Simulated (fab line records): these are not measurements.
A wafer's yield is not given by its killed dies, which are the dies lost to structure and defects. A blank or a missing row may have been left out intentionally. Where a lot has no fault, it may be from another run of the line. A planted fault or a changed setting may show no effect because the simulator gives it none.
Problem report, 8D (eight disciplines) form, completed by code / flow nandHarc / the parts of the form that need people (team, actions taken, sign-off) are left out

== 1. PROBLEM STATEMENT ==
Mean of thkNm at NHARC_A_ONON_D1_THK_MEAS_05: 441 nm across 6 wafers in 2 lots; on wafers with no fault it is 1002 nm (standard deviation 8.8). That is -64 standard deviations from the usual mean.
The step: measures by ellipsometry.
First seen on wafer L833.2, day 9 19:58, on filmMetro-02. Wafers with a number at this step in the record: 39, from 13 lots. Rule for "out", or "out of limits": more than 4 standard deviations from the usual mean. The other wafers with a number count as sound.

== 2. WHAT IT IS AND WHAT IT IS NOT ==
question=which readings at this step | is=thkNm | is not=-
question=which lots | is=L833, L835 | is not=L826, L827, L828, L832, L841, L843, L844, L845, L846, L847, L848
question=which wafers of those lots | is=all that have a number | is not=-
question=read on which gauges | is=filmMetro-01, filmMetro-02 | is not=-
question=when | is=from day 9 19:58 | is not=up to then (12 sound wafers); but 21 sound wafers of L841, L843, L844, L845, L846, L847, L848 came after

== 3. WHAT RULES OUT EACH SUSPECT ==
Counting: a tool at any process step up to the reading remains a suspect when it ran all the lots that are out and ran no sound lot after the first of those.
- the gauge at NHARC_A_ONON_D1_THK_MEAS_05 has been ruled out. Those wafers that are out were read across 2 gauges (filmMetro-01, filmMetro-02).
- pecvdOnon-03 at NHARC_A_ONON_D1_DEP_03 (target thk 1000 nm): ruled out as a lasting fault. After its first lot that is out, L833 (day 9 19:31), sound lots L845, L846, L848 ran on it.
Left after counting: nothing in the record.

== 4. THE CAUSE (what the simulator had put in) ==
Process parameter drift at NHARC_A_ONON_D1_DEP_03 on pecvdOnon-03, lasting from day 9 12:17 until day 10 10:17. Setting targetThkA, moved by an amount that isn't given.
It was ruled out by counting, in error; the rule expects a fault to strike all lots run on its tool from its start on, and this fault did not.

== 5. SEQUENCE OF EFFECTS, ordered by route ==
Rows list readings where the struck wafers' mean (over those with a number) sits beyond 3 standard deviations from the usual. Readings are gone through only where the record gives a usual standard deviation; hours: the median, over the lots, of the time from a lot's start at the first step in this table giving one to that lot's start at this step; sigmas: the change measured in usual standard deviations.
hours=0; step=NHARC_A_ONON_D1_THK_MEAS_05; reading=thkNm; usual=1002 nm; on struck wafers=441; change=-561; sigmas=-64
hours=275; step=NHARC_END_SORT_01; reading=killedAtArray; usual=24; on struck wafers=672; change=+648; sigmas=+88
hours=275; step=NHARC_END_SORT_01; reading=killedDies; usual=28; on struck wafers=677; change=+649; sigmas=+81

== 6. WHAT WOULD HAVE CAUGHT IT SOONER ==
8 hours passed between the start of the fault at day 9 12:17 and the first reading out of limits at a measuring or inspecting step in this record, taken at day 9 19:58.
An alarm limit of 4 standard deviations would not have fired on the tool readings at NHARC_A_ONON_D1_DEP_03 for which the record gives a usual standard deviation, since none of them was out on any struck wafer.
